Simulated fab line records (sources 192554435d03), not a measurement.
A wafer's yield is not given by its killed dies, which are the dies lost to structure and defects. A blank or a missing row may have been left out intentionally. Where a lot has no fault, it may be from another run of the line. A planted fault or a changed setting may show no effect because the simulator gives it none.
fab line records + flow n5Finfet
record:
- lots: 8
- wafers: 24
- lastDay: 18
route steps=1938 shown SD_EPI_N@272 BEOL_M4@1111 PASSIVATION@1936
lots with no fault: from the same line, run without faults
startH: hours from the record's opening day to when the first of the lot's shown wafers began + waitH: hours from the lot's prior step to this one + " identical to the entry in the row above + L1.1+2: a row that stands for several wafers + - value missing, or start not given + * or withheld: withheld + < > ~ a bound
route shown NAME@n: NAME is a module with steps in the file, n the number in the route of the first one + usual: mean/standard deviation of fault-free wafers + same: alike in all rows + chamber/n: place in a boat + sites: per-site readings + _std_site: how widely they spread, as a standard deviation + _edge_site: mean of outer sites minus mean of inner sites + radiusMm: for every site, how far away it sits from the centre of the wafer + mask NAME#n: copy n + behind: the last tool/chamber to shape the wafer + hold: cause of the lot's hold/its duration in hours/its outcome + device: whichever transistor did not switch (one of n, p or np) + end of line: at the end of the route, the tests of the same wafers + where a step has no rows: the recipe by itself + killed: at the first sort, the dies lost to defects and structure; wafer yield is something else + map: per-die view of a wafer (x killed, . not killed, _ where there is no die)
set.NAME: the run value of the setting; set.NAME@STEP: its run value at that earlier step + model.NAME: the simulator's own value behind a step, which no gauge read
the route's steps for a sample of lots (tables are steps, rows are wafers)
services: from which hour (startH, from the record's first day; less than 0 if before it) a tool's chamber was out of use, for how many hours, and why
== steps ==
step: N5_SD_EPI_N_INSPECT_11
recipe:
- mode: adi
- inspectInstrument: macro
usual:
- rawDefectCount: 2.1/1.4
| lot.wafer | tool             | chamber | startH | waitH | rawDefectCount |
|-----------|------------------|---------|--------|-------|----------------|
| L178.1    | defectInspect-02 | -       | 58.77  | 0.0   | 1              |
| L178.4    | "                | -       | "      | "     | 0              |
| L178.5    | "                | -       | "      | "     | 3              |
| L179.2    | defectInspect-02 | -       | 62.30  | 0.0   | 2              |
| L179.3    | "                | -       | "      | "     | 5              |
| L179.6    | "                | -       | "      | "     | 3              |
| L181.1    | defectInspect-02 | -       | 79.23  | 0.0   | 4              |
| L181.2    | "                | -       | "      | "     | 2              |
| L181.6    | "                | -       | "      | "     | 0              |
| L183.2    | defectInspect-02 | -       | 88.22  | 0.0   | 0              |
| L183.3    | "                | -       | "      | "     | 1              |
| L183.4    | "                | -       | "      | "     | 3              |
| L190.2    | defectInspect-01 | -       | 127.02 | 0.0   | 4              |
| L190.4    | "                | -       | "      | "     | 1              |
| L190.6    | "                | -       | "      | "     | 1              |
| L194.4    | defectInspect-02 | -       | 153.83 | 0.0   | 4              |
| L194.5    | "                | -       | "      | "     | 4              |
| L194.6    | "                | -       | "      | "     | 1              |
| L196.1    | defectInspect-02 | -       | 167.29 | 0.0   | 2              |
| L196.3    | "                | -       | "      | "     | 4              |
| L196.4    | "                | -       | "      | "     | 3              |
| L200.1    | defectInspect-01 | -       | 188.02 | 0.0   | 3              |
| L200.4    | "                | -       | "      | "     | 1              |
| L200.6    | "                | -       | "      | "     | 1              |
step: N5_SD_EPI_N_ETCH_45
recipe:
- chemistry: CH3F/O2
- target: SiOCN
- targetDepthA: 60
- maskMaterial: SOC
- ionEnergyEv: 60
- biasW: 29
- pressureMtorr: 15
- sourceW: 410
- Ar_flow_sccm: 150
- CH3F_flow_sccm: 30
- O2_flow_sccm: 20
usual:
- drypumpMotorCurrentA: 5.7/0.39
- oesProductAu: 0.74/0.045
- rfVppV: 127.4/1
- showerheadPlenumPTorr: 1.99/0.076
- throttleValvePct: 23.41/0.18
| lot.wafer | tool       | chamber | startH | waitH | drypumpMotorCurrentA | oesProductAu | rfHoursCounterH | rfVppV | showerheadPlenumPTorr | throttleValvePct |
|-----------|------------|---------|--------|-------|----------------------|--------------|-----------------|--------|-----------------------|------------------|
| L178.1    | rieDiel-05 | 1       | 59.36  | 0.1   | 6.6                  | 0.68         | 223             | 127.3  | 1.90                  | 23.67            |
| L178.4    | "          | 0       | "      | "     | 5.3                  | 0.78         | 111             | 127.0  | 1.84                  | 23.57            |
| L178.5    | "          | 3       | "      | "     | 5.1                  | 0.75         | -               | 126.5  | 2.00                  | 23.38            |
| L179.2    | rieDiel-05 | 0       | 62.85  | 0.1   | 5.3                  | 0.79         | 113             | 126.2  | 1.84                  | 23.58            |
| L179.3    | "          | 1       | "      | "     | 6.6                  | 0.68         | 225             | 127.8  | 1.90                  | 23.67            |
| L179.6    | "          | 3       | "      | "     | 5.1                  | 0.75         | -               | 128.0  | 2.00                  | 23.40            |
| L181.1    | rieDiel-06 | 1       | 80.00  | 0.1   | 5.7                  | 0.74         | 203             | 127.1  | 1.99                  | 23.68            |
| L181.2    | "          | 2       | "      | "     | 5.6                  | 0.72         | 180             | 127.0  | 1.89                  | 23.23            |
| L181.6    | "          | 0       | "      | "     | 6.0                  | 0.79         | -               | 127.5  | 2.09                  | 23.38            |
| L183.2    | rieDiel-01 | 3       | 88.77  | 0.1   | 5.3                  | 0.74         | 186             | 127.7  | 1.99                  | 23.27            |
| L183.3    | "          | 0       | "      | "     | 5.4                  | 0.84         | 48              | 126.9  | 2.02                  | 23.06            |
| L183.4    | "          | 1       | "      | "     | 6.1                  | 0.73         | 161             | 127.4  | 1.98                  | 23.37            |
| L190.2    | rieDiel-06 | 1       | 127.57 | 0.1   | 5.8                  | 0.73         | 219             | 127.2  | 1.98                  | 23.70            |
| L190.4    | "          | 3       | "      | "     | 5.7                  | 0.80         | 112             | 129.5  | 2.09                  | 23.38            |
| L190.6    | "          | 2       | "      | "     | 5.6                  | 0.72         | -               | 125.1  | 1.89                  | 23.25            |
| L194.4    | rieDiel-01 | 1       | 154.43 | 0.1   | 6.1                  | 0.71         | 185             | 126.9  | 1.97                  | 23.42            |
| L194.5    | "          | 1       | "      | "     | 6.1                  | 0.71         | -               | 126.5  | 1.98                  | 23.38            |
| L194.6    | "          | 2       | "      | "     | 6.3                  | 0.69         | -               | 128.1  | 2.05                  | 23.25            |
| L196.1    | rieDiel-06 | 3       | 167.84 | 0.1   | 5.7                  | 0.79         | 125             | 126.9  | 2.09                  | 23.40            |
| L196.3    | "          | 1       | "      | "     | 5.8                  | 0.72         | 236             | 126.3  | 1.98                  | 23.73            |
| L196.4    | "          | 0       | "      | "     | 6.0                  | 0.75         | 141             | 129.3  | 2.08                  | 23.42            |
| L200.1    | rieDiel-06 | 1       | 188.73 | 0.1   | 5.7                  | 0.72         | 243             | 127.5  | 1.97                  | 23.74            |
| L200.4    | "          | 0       | "      | "     | 6.0                  | 0.75         | 147             | 127.7  | 2.08                  | 23.42            |
| L200.6    | "          | 1       | "      | "     | 5.8                  | 0.72         | -               | 127.6  | 1.97                  | 23.74            |
step: N5_SD_EPI_N_SD_RECESS_17
recipe:
- chemistry: HBr/Cl2/O2
- targetDepthA: 410
- maskMaterial: SOC
- timeS: 23.7
- btTimeS: 3
- pressureMtorr: 10
- icpW: 800
- biasW: 112
- HBr_flow_sccm: 150
- Cl2_flow_sccm: 80
- O2_flow_sccm: 12
usual:
- drypumpMotorCurrentA: 5.6/0.39
- oesProductAu: 1.009/0.019
- throttleValvePct: 37.2/0.31
| lot.wafer | tool     | chamber | startH | waitH | drypumpMotorCurrentA | oesProductAu | rfHoursCounterH | throttleValvePct |
|-----------|----------|---------|--------|-------|----------------------|--------------|-----------------|------------------|
| L178.1    | rieSi-06 | 3       | 59.53  | 0.0   | 5.6                  | 1.016        | 169             | 37.8             |
| L178.4    | "        | 1       | "      | "     | 6.0                  | 0.991        | 91              | 37.1             |
| L178.5    | "        | 3       | "      | "     | 5.6                  | 1.021        | -               | 37.8             |
| L179.2    | rieSi-04 | 3       | 63.02  | 0.0   | 6.2                  | 1.022        | 35              | 37.2             |
| L179.3    | "        | 0       | "      | "     | 5.9                  | 1.026        | 116             | 37.2             |
| L179.6    | "        | 1       | "      | "     | 5.2                  | 0.992        | -               | 36.8             |
| L181.1    | rieSi-06 | 0       | 80.17  | 0.0   | 5.4                  | 0.975        | 87              | 37.5             |
| L181.2    | "        | 3       | "      | "     | 5.7                  | 1.005        | 170             | 37.8             |
| L181.6    | "        | 0       | "      | "     | 5.5                  | 0.981        | -               | 37.5             |
| L183.2    | rieSi-04 | 2       | 88.94  | 0.0   | 5.1                  | 1.038        | 8               | 37.0             |
| L183.3    | "        | 1       | "      | "     | 5.2                  | 0.990        | 195             | 36.8             |
| L183.4    | "        | 3       | "      | "     | 6.3                  | 1.010        | 35              | 37.2             |
| L190.2    | rieSi-04 | 3       | 127.74 | 0.0   | 6.3                  | 1.105        | 36              | 37.2             |
| L190.4    | "        | 1       | "      | "     | 5.2                  | 0.989        | 195             | 36.8             |
| L190.6    | "        | 0       | "      | "     | 5.9                  | 1.027        | -               | 37.2             |
| L194.4    | rieSi-01 | 2       | 154.60 | 0.0   | 5.0                  | 1.029        | 161             | 37.3             |
| L194.5    | "        | 0       | "      | "     | 6.1                  | 0.994        | -               | 36.9             |
| L194.6    | "        | 3       | "      | "     | 5.3                  | 0.981        | -               | 37.4             |
| L196.1    | rieSi-01 | 1       | 168.02 | 0.0   | 5.5                  | 1.002        | 162             | 36.9             |
| L196.3    | "        | 0       | "      | "     | 6.1                  | 0.993        | 79              | 36.9             |
| L196.4    | "        | 1       | "      | "     | 5.5                  | 1.006        | -               | 36.9             |
| L200.1    | rieSi-06 | 1       | 188.90 | 0.0   | 5.9                  | 1.006        | 93              | 37.1             |
| L200.4    | "        | 2       | "      | "     | 5.7                  | 1.006        | 123             | 36.7             |
| L200.6    | "        | 0       | "      | "     | 5.5                  | 0.979        | -               | 37.5             |
step: N5_SD_EPI_N_LINER_46
recipe:
- material: SiNx
- targetThkA: 30
- tempC: 400
- aldPrecursorFamily: SiH2I2
- aldCoReactant: N2/H2-plasma
- pressureTorr: 2
usual:
- heaterPowerOuterW: 523/63
- heaterPowerW: 838/100
| lot.wafer | tool      | chamber | startH | waitH | heaterPowerOuterW | heaterPowerW |
|-----------|-----------|---------|--------|-------|-------------------|--------------|
| L178.1    | aldSin-02 | 2       | 63.30  | 0.2   | 487               | 878          |
| L178.4    | "         | 0       | "      | "     | 497               | 801          |
| L178.5    | "         | 2       | "      | "     | 485               | 874          |
| L179.2    | aldSin-01 | 1       | 66.84  | 0.2   | 461               | 711          |
| L179.3    | "         | 0       | "      | "     | 470               | 844          |
| L179.6    | "         | 1       | "      | "     | 454               | 691          |
| L181.1    | aldSin-01 | 3       | 84.07  | 0.3   | 525               | 774          |
| L181.2    | "         | 1       | "      | "     | 477               | 694          |
| L181.6    | "         | 1       | "      | "     | 470               | 701          |
| L183.2    | aldSin-04 | 0       | 92.70  | 0.1   | 621               | 933          |
| L183.3    | "         | 1       | "      | "     | 446               | 753          |
| L183.4    | "         | 3       | "      | "     | 632               | 999          |
| L190.2    | aldSin-04 | 3       | 130.75 | 0.1   | 624               | 975          |
| L190.4    | "         | 1       | "      | "     | 445               | 765          |
| L190.6    | "         | 1       | "      | "     | 456               | 777          |
| L194.4    | aldSin-02 | 0       | 158.35 | 0.1   | 480               | 796          |
| L194.5    | "         | 1       | "      | "     | 461               | 713          |
| L194.6    | "         | 0       | "      | "     | 507               | 783          |
| L196.1    | aldSin-01 | 2       | 171.10 | 0.2   | 552               | 934          |
| L196.3    | "         | 3       | "      | "     | 524               | 806          |
| L196.4    | "         | 1       | "      | "     | 468               | 710          |
| L200.1    | aldSin-04 | 3       | 192.47 | 0.7   | 634               | 967          |
| L200.4    | "         | 0       | "      | "     | 579               | 917          |
| L200.6    | "         | 0       | "      | "     | 573               | 907          |
step: N5_BEOL_M4_RC_MEAS_101
usual:
- CJ_N: 4.33/0.095
- DIBL_N: 35.9/1.4
- DIBL_P: 35.9/1.7
- EOT_N: 10.54/0.11
- IGATE_N: 0.0122/0.0018
- IOFF_N: 0.160/0.026
- IOFF_N_85C: 3.1/0.42
- IOFF_N_LIN: 0.074/0.0096
- IOFF_N_LONG: 5.6e-05/2.4e-06
- IOFF_P: 0.21/0.036
- ION_N: 672/11
- ION_P: 461/8.1
- RC_DENSE_N: 19.1/0.51
- RC_N: 15.6/0.41
- REXT_N: 75.3/1.6
- RS_SD_N: 28.4/0.42
- SS_N: 71.4/0.54
- SS_P: 73.2/0.67
- VT_N: 249.3/2.7
- VT_N_LONG: 274.5/1.7
- VT_N_LVT: 98.2/2.6
- VT_P: -250/3.9
| lot.wafer | tool      | chamber | startH | waitH | CJ_N | DIBL_N[mV/V] | DIBL_P[mV/V] | EOT_N | IGATE_N[nA/um] | IOFF_N[nA/um] | IOFF_N_85C[nA/um] | IOFF_N_LIN[nA/um] | IOFF_N_LONG[nA/um] | IOFF_P[nA/um] | ION_N[uA/um] | ION_P[uA/um] | RC_DENSE_N[ohm.um] | RC_N[ohm.um] | REXT_N[ohm.um] | RS_SD_N[ohm/sq] | SS_N[mV/dec] | SS_P[mV/dec] | VT_N[mV] | VT_N_LONG[mV] | VT_N_LVT[mV] | VT_P[mV] |
|-----------|-----------|---------|--------|-------|------|--------------|--------------|-------|----------------|---------------|-------------------|-------------------|--------------------|---------------|--------------|--------------|--------------------|--------------|----------------|-----------------|--------------|--------------|----------|---------------|--------------|----------|
| L178.1    | prober-01 | 0       | 172.90 | 0.0   | 4.41 | 34.3         | 33.6         | 10.59 | 0.0081         | 0.129         | 2.6               | 0.063             | 5.53e-05           | 0.19          | 660          | 462          | 19.0               | 15.6         | 75.4           | 28.4            | 71.6         | 72.8         | 250.5    | 275.2         | 100.6        | -248     |
| L178.4    | "         | 0       | "      | "     | 4.35 | 38.8         | 39.7         | 10.63 | 0.0105         | 0.233         | 4.2               | 0.101             | 5.65e-05           | 0.29          | 687          | 468          | 18.8               | 15.4         | 76.1           | 29.0            | 72.8         | 74.8         | 243.2    | 275.9         | 93.4         | -244     |
| L178.5    | "         | 0       | "      | "     | 4.40 | 36.5         | 35.2         | 10.36 | 0.0133         | 0.155         | 3.0               | 0.070             | 5.45e-05           | 0.22          | 672          | 457          | 19.4               | 15.7         | 75.4           | 28.4            | 72.1         | 73.3         | 251.0    | 273.7         | 99.6         | -247     |
| L179.2    | prober-01 | 0       | 192.44 | 0.2   | 4.34 | 34.8         | 34.6         | 10.51 | 0.0110         | 0.127         | 2.6               | 0.062             | 5.63e-05           | 0.20          | 660          | 460          | 18.7               | 15.3         | 75.0           | 28.3            | 71.4         | 71.7         | 253.8    | 273.4         | 100.2        | -248     |
| L179.3    | "         | 0       | "      | "     | 4.53 | 36.4         | 37.3         | 10.52 | 0.0118         | 0.172         | 3.4               | 0.080             | 5.86e-05           | 0.26          | 683          | 474          | 19.1               | 15.5         | 75.8           | 29.0            | 71.5         | 73.3         | 250.2    | 274.9         | 95.6         | -246     |
| L179.6    | "         | 0       | "      | "     | 4.46 | 32.5         | 32.9         | 10.50 | 0.0123         | 0.114         | 2.4               | 0.058             | 5.72e-05           | 0.19          | 669          | 470          | 19.0               | 15.3         | 74.5           | 28.0            | 70.7         | 72.3         | 250.5    | 273.8         | 100.7        | -247     |
| L183.2    | prober-01 | 0       | 197.59 | 0.2   | 4.48 | 35.8         | 37.4         | 10.37 | 0.0151         | 0.168         | 3.2               | 0.077             | 5.59e-05           | 0.24          | 689          | 473          | 18.4               | 15.3         | 71.6           | 28.7            | 71.4         | 73.3         | 248.0    | 276.8         | 98.7         | -249     |
| L183.3    | "         | 0       | "      | "     | 4.39 | 37.2         | 38.3         | 10.49 | 0.0117         | 0.183         | 3.5               | 0.081             | 5.5e-05            | 0.24          | 681          | 463          | 19.3               | 15.6         | 73.4           | 28.8            | 71.7         | 73.6         | 246.9    | 276.2         | 97.9         | -247     |
| L183.4    | "         | 0       | "      | "     | 4.36 | 35.4         | 36.6         | 10.40 | 0.0136         | 0.158         | 3.1               | 0.073             | 5.52e-05           | 0.21          | 666          | 459          | 19.2               | 15.6         | 73.8           | 29.2            | 70.7         | 73.8         | 249.3    | 276.0         | 98.5         | -252     |
| L181.1    | prober-02 | 0       | 204.42 | 0.0   | 4.22 | 37.0         | 38.7         | 10.56 | 0.0104         | 0.187         | 3.6               | 0.087             | 5.4e-05            | 0.24          | 680          | 455          | 19.8               | 16.0         | 75.7           | 28.6            | 72.2         | 74.2         | 246.1    | 275.7         | 96.8         | -249     |
| L181.2    | "         | 0       | "      | "     | 4.36 | 35.1         | 36.5         | 10.45 | 0.0131         | 0.160         | 3.2               | 0.077             | 5.67e-05           | 0.20          | 680          | 468          | 19.8               | 16.1         | 74.2           | 28.8            | 71.6         | 73.1         | 248.8    | 273.2         | 97.2         | -253     |
| L181.6    | "         | 0       | "      | "     | 4.26 | 34.3         | 35.6         | 10.50 | 0.0111         | 0.139         | 2.8               | 0.068             | 5.6e-05            | 0.18          | 673          | 459          | 20.8               | 16.9         | 74.9           | 28.9            | 71.5         | 73.1         | 249.6    | 274.1         | 100.0        | -255     |
| L190.2    | prober-01 | 0       | 250.47 | 0.2   | -    | -            | 37.7         | -     | -              | -             | -                 | -                 | -                  | 0.26          | -            | 476          | -                  | -            | -              | -               | -            | 73.8         | -        | -             | -            | -247     |
| L190.4    | "         | 0       | "      | "     | 4.24 | 33.9         | 32.7         | 10.57 | 0.0096         | 0.125         | 2.5               | 0.060             | 5.47e-05           | 0.18          | 672          | 458          | 18.7               | 15.4         | 75.2           | 28.0            | 71.0         | 72.8         | 253.8    | 275.8         | 101.5        | -249     |
| L190.6    | "         | 0       | "      | "     | 4.33 | 36.1         | 35.5         | 10.64 | 0.0098         | 0.163         | 3.2               | 0.073             | 5.62e-05           | 0.21          | 674          | 461          | 19.6               | 15.7         | 75.8           | 28.1            | 71.4         | 73.1         | 249.0    | 275.8         | 96.8         | -250     |
| L194.4    | prober-02 | 0       | 261.40 | 0.5   | 4.33 | 37.7         | 38.0         | 10.64 | 0.0116         | 0.194         | 3.7               | 0.090             | 5.84e-05           | 0.29          | 690          | 478          | 19.5               | 15.9         | 76.2           | 28.1            | 71.5         | 73.4         | 245.4    | 274.8         | 93.6         | -244     |
| L194.5    | "         | 0       | "      | "     | 4.37 | 38.6         | 38.5         | 10.51 | 0.0115         | 0.223         | 4.1               | 0.098             | 5.82e-05           | 0.30          | 675          | 467          | 19.0               | 15.7         | 75.6           | 28.2            | 71.7         | 74.1         | 243.9    | 273.9         | 93.0         | -244     |
| L194.6    | "         | 0       | "      | "     | 4.28 | 36.4         | 36.7         | 10.49 | 0.0122         | 0.178         | 3.4               | 0.083             | 5.87e-05           | 0.26          | 681          | 474          | 19.1               | 15.5         | 75.9           | 28.1            | 71.2         | 72.9         | 244.9    | 276.0         | 95.4         | -244     |
| L196.1    | prober-01 | 0       | 288.39 | 0.0   | 4.34 | 35.5         | 35.9         | 10.41 | 0.0127         | 0.162         | 3.1               | 0.074             | 5.85e-05           | 0.25          | 663          | 465          | 18.3               | 14.8         | 73.4           | 28.2            | 72.1         | 72.7         | 249.5    | 274.9         | 95.4         | -243     |
| L196.3    | "         | 0       | "      | "     | 4.34 | 37.5         | 38.4         | 10.44 | 0.0147         | 0.193         | 3.6               | 0.085             | 5.98e-05           | 0.28          | 680          | 472          | 18.3               | 14.9         | 72.4           | 28.2            | 72.4         | 74.2         | 248.3    | 269.2         | 95.2         | -244     |
| L196.4    | "         | 0       | "      | "     | 4.27 | 35.4         | 35.7         | 10.55 | 0.0121         | 0.156         | 3.0               | 0.072             | 5.98e-05           | 0.24          | 667          | 462          | 19.0               | 15.4         | 73.4           | 28.6            | 71.2         | 72.8         | 249.9    | 272.2         | 97.7         | -248     |
| L200.1    | prober-02 | 0       | 316.26 | 0.0   | 4.40 | 36.1         | 36.2         | 10.38 | 0.0122         | 0.149         | 2.9               | 0.068             | 5.43e-05           | 0.18          | 665          | 456          | 18.6               | 15.2         | 74.6           | 28.8            | 71.0         | 72.9         | 252.6    | 275.4         | 99.9         | -253     |
| L200.4    | "         | 0       | "      | "     | 4.40 | 35.0         | 35.4         | 10.39 | 0.0158         | 0.136         | 2.7               | 0.066             | 5.5e-05            | 0.17          | 678          | 459          | 18.6               | 15.1         | 74.2           | 28.5            | 70.9         | 73.7         | 253.1    | 275.1         | 100.0        | -255     |
| L200.6    | "         | 0       | "      | "     | 4.32 | 38.2         | 39.4         | 10.38 | 0.0133         | 0.190         | 3.6               | 0.086             | 5.45e-05           | 0.24          | 675          | 462          | 19.2               | 15.7         | 75.8           | 28.7            | 71.5         | 74.2         | 249.5    | 273.9         | 95.3         | -248     |
step: N5_PASSIVATION_PROBE_49
usual:
- defectLimitedYield: 90.9/1.5
- killed_at_M0_to_M3: 35/10
- killed_at_M4_up: 14/5.2
- killedAtContacts: 13/7.3
- killedAtFrontEnd: 42/12
- killedAtOther: 3.4/2.5
- killedDies: 108/18
- killedOpen: 70/13
- killedShort: 35/8
- sort_bin_4_leakage: 0.00/0.007
- sort_bin_5_function: 5.4/1
- sort_bin_6_memory: 3.4/0.71
- sort_bin_8_speed: 0.00/0.0099
- sortNPass: 1072/18
- sortYieldPct: 90.9/1.5
same:
- grossDies: 1180
- killedAtBackSide: 0
| lot.wafer | tool      | chamber | startH | waitH | defectLimitedYield[%] | killed_at_M0_to_M3 | killed_at_M4_up | killedAtContacts | killedAtFrontEnd | killedAtOther | killedDies | killedOpen | killedShort | sort_bin_4_leakage[%] | sort_bin_5_function[%] | sort_bin_6_memory[%] | sort_bin_8_speed[%] | sortNPass | sortYieldPct[%] |
|-----------|-----------|---------|--------|-------|-----------------------|--------------------|-----------------|------------------|------------------|---------------|------------|------------|-------------|-----------------------|------------------------|----------------------|---------------------|-----------|-----------------|
| L190.2    | prober-01 | -       | 366.40 | 0.1   | 92.5                  | 17                 | 16              | 13               | 36               | 6             | 88         | 54         | 33          | 92.54                 | 4.4                    | 2.5                  | 0                   | 0         | 0               |
| L190.4    | prober-01 | -       | 366.50 | 0.2   | 90.8                  | 14                 | 8               | 30               | 53               | 4             | 109        | 69         | 38          | 0                     | 5.2                    | 3.8                  | 0                   | 1071      | 90.8            |
| L190.6    | prober-01 | -       | 366.60 | 0.3   | 93.7                  | 13                 | 7               | 9                | 37               | 8             | 74         | 50         | 22          | 0                     | 3.4                    | 2.6                  | 0.08                | 1106      | 93.7            |
| L194.4    | prober-02 | -       | 367.17 | 0.2   | 91.4                  | 31                 | 10              | 18               | 42               | 0             | 101        | 63         | 36          | 0                     | 4.8                    | 3.6                  | 0                   | 1079      | 91.4            |
| L194.5    | prober-02 | -       | 367.22 | 0.2   | 90.7                  | 55                 | 16              | 5                | 34               | 0             | 110        | 62         | 45          | 0                     | 6.2                    | 2.7                  | 0                   | 1070      | 90.7            |
| L194.6    | prober-02 | -       | 367.27 | 0.3   | 91.5                  | 32                 | 17              | 8                | 39               | 4             | 100        | 73         | 26          | 0                     | 5.2                    | 3.1                  | 0                   | 1080      | 91.5            |
| L196.1    | prober-01 | -       | 405.70 | 0.0   | 92.4                  | 19                 | 7               | 10               | 47               | 7             | 90         | 59         | 26          | 0                     | 4.6                    | 2.9                  | 0                   | 1090      | 92.4            |
| L196.3    | prober-01 | -       | 405.80 | 0.1   | 93.6                  | 26                 | 11              | 1                | 34               | 3             | 75         | 45         | 27          | 0                     | 3.8                    | 2.5                  | 0                   | 1105      | 93.6            |
| L196.4    | prober-01 | -       | 405.85 | 0.2   | 89.8                  | 37                 | 9               | 10               | 64               | 0             | 120        | 82         | 32          | 0                     | 6.8                    | 2.9                  | 0                   | 1060      | 89.8            |
killed by level:class
L190.2 FIN_SAQP:geometricParticle:short=9 FIN_SAQP:geometricParticle:open=8 STI_FIN_REVEAL:geometricParticle:open=8 MOL_CONTACT_COAG:geometricParticle:short=7 BEOL_M4:geometricParticle:open=7 MOL_CONTACT_COAG:geometricParticle:open=6 BEOL_M0_SAQP:geometricParticle:short=5 BEOL_M3:geometricParticle:open=5
L190.4 MOL_CONTACT_COAG:geometricParticle:open=27 FIN_SAQP:geometricParticle:short=12 STI_FIN_REVEAL:geometricParticle:open=11 FIN_SAQP:geometricParticle:open=9 BEOL_M0_SAQP:geometricParticle:short=5 STI_FIN_REVEAL:geometricParticle:short=4 STARTING-WAFER:geometricParticle:open=4 MOL_CONTACT_COAG:geometricParticle:short=3
L190.6 STI_FIN_REVEAL:geometricParticle:open=17 DUMMY_GATE:geometricParticle:open=8 MOL_CONTACT_COAG:geometricParticle:open=7 BEOL_M0_SAQP:geometricParticle:open=3 BEOL_M0:geometricParticle:short=3 BEOL_M1:geometricParticle:open=3 MIM_TOP:geometricParticle:short=3 STARTING-WAFER:geometricParticle:open=3
L194.4 FIN_SAQP:geometricParticle:open=15 MOL_CONTACT_COAG:geometricParticle:open=13 BEOL_M0_SAQP:geometricParticle:short=8 BEOL_M0_SAQP:geometricParticle:open=8 FIN_SAQP:geometricParticle:short=5 DUMMY_GATE:geometricParticle:open=5 MOL_CONTACT_COAG:geometricParticle:short=5 BEOL_M2:geometricParticle:short=5
L194.5 BEOL_M0_SAQP:geometricParticle:open=15 BEOL_M0_SAQP:geometricParticle:short=11 FIN_SAQP:geometricParticle:short=8 BEOL_M2:geometricParticle:open=8 BEOL_M0:geometricParticle:open=7 DUMMY_GATE:geometricParticle:open=6 DUMMY_GATE:geometricParticle:short=5 BEOL_M2:geometricParticle:short=5
L194.6 FIN_SAQP:geometricParticle:open=15 BEOL_M2:geometricParticle:open=9 BEOL_M4:geometricParticle:open=7 MOL_CONTACT_COAG:geometricParticle:open=6 BEOL_M0:geometricParticle:open=6 STARTING-WAFER:geometricParticle:open=6 FIN_SAQP:geometricParticle:short=5 BEOL_M0_SAQP:geometricParticle:short=5
L196.1 DUMMY_GATE:geometricParticle:open=10 STI_FIN_REVEAL:geometricParticle:open=8 BEOL_M3:geometricParticle:open=7 FIN_SAQP:geometricParticle:open=6 MOL_CONTACT_COAG:geometricParticle:open=6 GATE_CUT:geometricParticle:short=5 MOL_CONTACT_COAG:geometricParticle:short=4 STARTING-WAFER:geometricParticle:short=4
L196.3 FIN_SAQP:geometricParticle:open=12 FIN_SAQP:geometricParticle:short=9 BEOL_M2:geometricParticle:open=7 BEOL_M1:geometricParticle:short=5 BEOL_M3:geometricParticle:open=5 BEOL_M4:geometricParticle:open=5 BEOL_M1:geometricParticle:open=3 STARTING-WAFER:geometricParticle:short=3
L196.4 BEOL_M3:geometricParticle:open=13 DUMMY_GATE:geometricParticle:open=11 FIN_SAQP:geometricParticle:short=10 FIN_SAQP:geometricParticle:open=10 MOL_CONTACT_COAG:geometricParticle:open=8 BEOL_M2:geometricParticle:open=7 GATE_CUT:geometricParticle:open=6 FIN_CUT:geometricParticle:open=5
== services ==
| tool       | chamber | startH | hours | kind          |
|------------|---------|--------|-------|---------------|
| rieDiel-05 | 1       | 35.97  | 1.5   | repair        |
| rieSi-01   | 1       | 37.98  | 9.0   | repair        |
| rieDiel-01 | -       | 38.30  | 0.8   | repair        |
| rieDiel-01 | -       | 39.22  | 13.9  | repair        |
| aldSin-02  | -       | 44.44  | 6.1   | pm            |
| aldSin-02  | -       | 52.11  | 6.0   | pm            |
| aldSin-04  | 1       | 63.88  | 16.2  | repair        |
| aldSin-02  | 2       | 64.17  | 2.7   | repair        |
| rieSi-01   | -       | 82.92  | 15.6  | pm            |
| aldSin-02  | -       | 85.25  | 14.0  | pm            |
| aldSin-01  | -       | 93.35  | 1.7   | repair        |
| aldSin-02  | -       | 113.32 | 0.2   | repair        |
| rieDiel-06 | 2       | 130.51 | 8.3   | repair        |
| rieSi-04   | 3       | 142.13 | 1.4   | repair        |
| rieSi-01   | 3       | 145.68 | 7.2   | repair        |
| rieSi-04   | 1       | 146.47 | -     | clean         |
| rieSi-04   | 1       | 146.47 | 18.4  | scheduledDown |
| rieSi-04   | 1       | 146.47 | 18.4  | ventCycle     |
| rieDiel-06 | 3       | 159.99 | 6.8   | repair        |
| rieSi-01   | 2       | 162.76 | 3.4   | repair        |
| rieSi-01   | 3       | 167.42 | 20.4  | repair        |
| aldSin-04  | -       | 176.75 | 14.0  | pm            |
| aldSin-04  | 0       | 176.75 | 14.0  | ventCycle     |
| aldSin-04  | 1       | 176.75 | 14.0  | ventCycle     |
== key ==
firstSign:
- step: N5_SD_EPI_N_SD_RECESS_17
- reading: oesProductAu
- direction: up
- sigmas: 5
- usual: 1.009
- struck: 1.105
effect:
- step: N5_BEOL_M4_RC_MEAS_101
- reading: CJ_N
- direction: missing
effect:
- step: N5_BEOL_M4_RC_MEAS_101
- reading: DIBL_N
- direction: missing
effect:
- step: N5_BEOL_M4_RC_MEAS_101
- reading: EOT_N
- direction: missing
effect:
- step: N5_BEOL_M4_RC_MEAS_101
- reading: IGATE_N
- direction: missing
effect:
- step: N5_BEOL_M4_RC_MEAS_101
- reading: IOFF_N
- direction: missing
effect:
- step: N5_BEOL_M4_RC_MEAS_101
- reading: IOFF_N_85C
- direction: missing
effect:
- step: N5_BEOL_M4_RC_MEAS_101
- reading: IOFF_N_LIN
- direction: missing
effect:
- step: N5_BEOL_M4_RC_MEAS_101
- reading: IOFF_N_LONG
- direction: missing
effect:
- step: N5_BEOL_M4_RC_MEAS_101
- reading: ION_N
- direction: missing
effect:
- step: N5_BEOL_M4_RC_MEAS_101
- reading: RC_DENSE_N
- direction: missing
effect:
- step: N5_BEOL_M4_RC_MEAS_101
- reading: RC_N
- direction: missing
effect:
- step: N5_BEOL_M4_RC_MEAS_101
- reading: REXT_N
- direction: missing
effect:
- step: N5_PASSIVATION_PROBE_49
- reading: sort_bin_4_leakage
- direction: up
- sigmas: 99+
- usual: 0.00
- struck: 92.54
metAt N5_SD_EPI_N_SD_RECESS_17
struckLots L190
struckWafers L190.2
notActingAt N5_SD_EPI_N_INSPECT_11,N5_SD_EPI_N_ETCH_45,N5_SD_EPI_N_LINER_46
onsetBetween 88.94 127.74
fault:
- kind: processParameterDrift
- tool: rieSi-04
- chamber: -
- onsetH: 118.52
- steps: N5_SD_EPI_N_SD_RECESS_17
- channel: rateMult
- offset: 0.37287
- shape: step
- endH: 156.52
- scope: struckWafersOnly
